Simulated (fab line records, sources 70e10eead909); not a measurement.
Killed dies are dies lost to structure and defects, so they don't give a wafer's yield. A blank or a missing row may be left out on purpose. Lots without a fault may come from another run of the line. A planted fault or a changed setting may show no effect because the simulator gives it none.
Chamber matching | flow nand_harc | NHARC_A_WL_FILL_STRIP_29 on rie_diel-02: 4 sister chambers
The step strips in O2, time 20 s. 16 wafers are shown with their chamber, then 8 later ones without.

WAFERS WITH THEIR CHAMBER
wafer  | chamber | drypump_motor_current_A (A) | chamber_pressure_mTorr (mTorr) | rf_vpp_V (V)
L075.2 | 3       | 5.6                         | 59.94                          | 58.5
L075.5 | 0       | 5.4                         | 60.09                          | 58.1
L075.6 | 1       | 6.0                         | 60.01                          | 57.8
L076.1 | 1       | 6.1                         | 59.96                          | 57.6
L076.2 | 3       | 5.6                         | 60.04                          | 58.6
L076.5 | 3       | 5.6                         | 60.01                          | 58.4
L079.2 | 2       | 5.4                         | 60.13                          | 58.0
L079.5 | 1       | 6.1                         | 60.00                          | 57.4
L079.6 | 0       | 5.5                         | 60.04                          | 58.6
L081.3 | 0       | 5.5                         | 60.01                          | 58.8
L081.4 | 3       | 5.6                         | 59.99                          | 58.1
L081.6 | 3       | 5.6                         | 60.00                          | 57.7
L090.1 | 0       | 5.5                         | 59.95                          | 56.9
L090.3 | 1       | 6.1                         | 60.00                          | 56.4
L090.5 | 2       | 5.4                         | 60.07                          | 57.4
L091.3 | 3       | 5.6                         | 60.13                          | 58.4

SIGNATURES (means of the wafers above)
reading                 | chamber 0 | chamber 1 | chamber 2 | chamber 3 | scatter within a chamber
drypump_motor_current_A | 5.475     | 6.075     | 5.400     | 5.600     | 0.0354
chamber_pressure_mTorr  | 60.0225   | 59.9925   | 60.1000   | 60.0183   | 0.0531
rf_vpp_V                | 58.100    | 57.300    | 57.700    | 58.283    | 0.582
Rule: a wafer's distance from a chamber is the root of the sum, over the readings, of the square of ((its reading less the chamber's mean) divided by the reading's scatter). The wafer belongs to the nearest chamber; if the next one is less than 2 further off, it can't be placed. The scatter: the root of (the sum of the squares of (reading less its chamber's mean) over the shown wafers, divided by (wafers less chambers)).

WAFERS WITHOUT THEIR CHAMBER
wafer  | drypump_motor_current_A (A) | chamber_pressure_mTorr (mTorr) | rf_vpp_V (V)
L091.4 | 6.1                         | 60.02                          | 57.9
L091.6 | 5.5                         | 59.95                          | 57.8
L094.1 | 5.4                         | 60.01                          | 57.8
L094.2 | 6.1                         | 60.01                          | 58.1
L094.4 | 5.5                         | 60.01                          | 57.7
L096.1 | 5.5                         | 59.97                          | 58.4
L096.2 | 6.1                         | 59.99                          | 57.3
L096.6 | 6.1                         | 60.04                          | 57.3

WHICH CHAMBER EACH WENT THROUGH
wafer  | from the rows above     | in truth
L091.4 | 1                       | 1
L091.6 | can't be placed: 0 or 3 | 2
L094.1 | can't be placed: 2 or 0 | 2
L094.2 | 1                       | 1
L094.4 | can't be placed: 0 or 3 | 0
L096.1 | can't be placed: 0 or 3 | 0
L096.2 | 1                       | 1
L096.6 | 1                       | 1
Placed correctly: 4 of 8. Can't be placed from these rows: 4 (the true chamber is among the candidates in 3). Placed wrongly: 0.
